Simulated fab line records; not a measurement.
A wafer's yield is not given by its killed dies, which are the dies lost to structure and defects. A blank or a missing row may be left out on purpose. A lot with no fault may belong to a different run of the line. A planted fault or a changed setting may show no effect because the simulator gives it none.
Which of the tools did it? ; flow nandHarc ; at 1 step of a route of 1159, 6 lots with 18 wafers sampled

== WHAT EACH GAUGE READ, for each wafer ==
NHARC_P_M2_CD_MEAS_09: the cd target is 170 nm.
lot;measured;on;cdNm (nm)
L185;day 6 21:04;cdSem-03;169.8 170.2 169.9
L188;day 6 22:07;cdSem-03;169.5 170.4 170.2
L190;day 7 03:01;cdSem-02;169.9 170.0 169.1
L201;day 10 14:44;cdSem-01;169.5 170.1 169.9
L204;day 11 02:19;cdSem-03;170.3 170.7 170.0
L208;day 11 16:23;cdSem-03;169.7 169.5 170.3

== TOOL THAT RAN EACH LOT (tool first, then ch and the chambers of the sampled wafers, then the start) ==
The record holds no process step before these readings.

== THE ANSWER, worked out from the rows above alone ==
Rule: the lots themselves supply what counts as usual. The widest of any qualifying gaps counts: lots, ordered by their means at a reading, are off when they make up no more than a third of the lots, leave a main group of 4 or more, and stand apart from it by 3 or more times the standard deviation of that group's means. A main group whose means are all the same, to the digits that the tables above print for the reading, isn't used. Also off: a lot with no number at a reading for which 4 or more lots have one. The other lots that the step has rows for count as sound.
No lot is off on any of the readings shown, so nothing can be concluded from this.

== WHAT HAD BEEN PUT IN BY THE SIMULATOR ==
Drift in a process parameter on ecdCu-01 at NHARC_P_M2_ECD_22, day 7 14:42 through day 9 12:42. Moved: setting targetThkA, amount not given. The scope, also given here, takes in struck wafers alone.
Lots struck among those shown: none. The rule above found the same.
